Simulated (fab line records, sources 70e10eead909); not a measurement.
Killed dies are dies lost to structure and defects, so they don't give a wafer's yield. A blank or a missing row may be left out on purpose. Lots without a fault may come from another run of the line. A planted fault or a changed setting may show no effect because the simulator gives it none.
Chamber matching | flow nand_harc | NHARC_A_STAIRCASE_STRIP_316 on rie_diel-01: 4 sister chambers
The step strips in O2. 18 wafers are shown with their chamber, then 9 later ones without.

WAFERS WITH THEIR CHAMBER
wafer  | chamber | showerhead_plenum_p_Torr (Torr) | drypump_motor_current_A (A) | throttle_valve_pct (%)
L143.1 | 0       | 3.59                            | 5.5                         | 17.045
L143.3 | 1       | 3.75                            | 6.2                         | 17.030
L143.6 | 2       | 3.56                            | 5.5                         | 17.043
L145.1 | 1       | 3.74                            | 6.1                         | 17.039
L145.5 | 2       | 3.55                            | 5.5                         | 17.038
L145.6 | 3       | 3.59                            | 5.8                         | 17.040
L146.4 | 0       | 3.58                            | 5.4                         | 17.041
L146.5 | 3       | 3.58                            | 5.9                         | 17.036
L146.6 | 0       | 3.58                            | 5.5                         | 17.045
L147.2 | 3       | 3.58                            | 5.9                         | 17.033
L147.5 | 1       | 3.74                            | 6.2                         | 17.023
L147.6 | 2       | 3.55                            | 5.5                         | 17.039
L148.1 | 1       | 3.74                            | 6.1                         | 17.036
L148.4 | 2       | 3.55                            | 5.5                         | 17.048
L148.6 | 0       | 3.58                            | 5.4                         | 17.033
L151.1 | 1       | 3.73                            | 6.2                         | 17.044
L151.5 | 0       | 3.57                            | 5.5                         | 17.049
L151.6 | 1       | 3.73                            | 6.1                         | 17.042

SIGNATURES (means of the wafers above)
reading                  | chamber 0 | chamber 1 | chamber 2 | chamber 3 | scatter within a chamber
showerhead_plenum_p_Torr | 3.5800    | 3.7383    | 3.5525    | 3.5833    | 0.00668
drypump_motor_current_A  | 5.460     | 6.150     | 5.500     | 5.867     | 0.049
throttle_valve_pct       | 17.04260  | 17.03567  | 17.04200  | 17.03633  | 0.00625
Rule: a wafer's distance from a chamber is the root of the sum, over the readings, of the square of ((its reading less the chamber's mean) divided by the reading's scatter). The wafer belongs to the nearest chamber; if the next one is less than 2 further off, it can't be placed. The scatter: the root of (the sum of the squares of (reading less its chamber's mean) over the shown wafers, divided by (wafers less chambers)).

WAFERS WITHOUT THEIR CHAMBER
wafer  | showerhead_plenum_p_Torr (Torr) | drypump_motor_current_A (A) | throttle_valve_pct (%)
L152.2 | 3.54                            | 5.5                         | 17.024
L152.3 | 3.57                            | 5.4                         | 17.042
L152.5 | 3.73                            | 6.1                         | 17.031
L160.1 | 3.53                            | 5.5                         | 17.041
L160.2 | 3.56                            | 5.5                         | 17.023
L160.4 | 3.56                            | 5.9                         | 17.027
L161.1 | 3.52                            | 5.5                         | 17.041
L161.5 | 3.55                            | 5.5                         | 17.028
L161.6 | 3.56                            | 5.8                         | 17.030

WHICH CHAMBER EACH WENT THROUGH
wafer  | from the rows above     | in truth
L152.2 | 2                       | 2
L152.3 | can't be placed: 0 or 2 | 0
L152.5 | 1                       | 1
L160.1 | 2                       | 2
L160.2 | can't be placed: 2 or 0 | 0
L160.4 | 3                       | 3
L161.1 | 2                       | 2
L161.5 | 2                       | 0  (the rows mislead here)
L161.6 | 3                       | 3
Placed correctly: 6 of 9. Can't be placed from these rows: 2 (the true chamber is among the candidates in 2). Placed wrongly: 1.
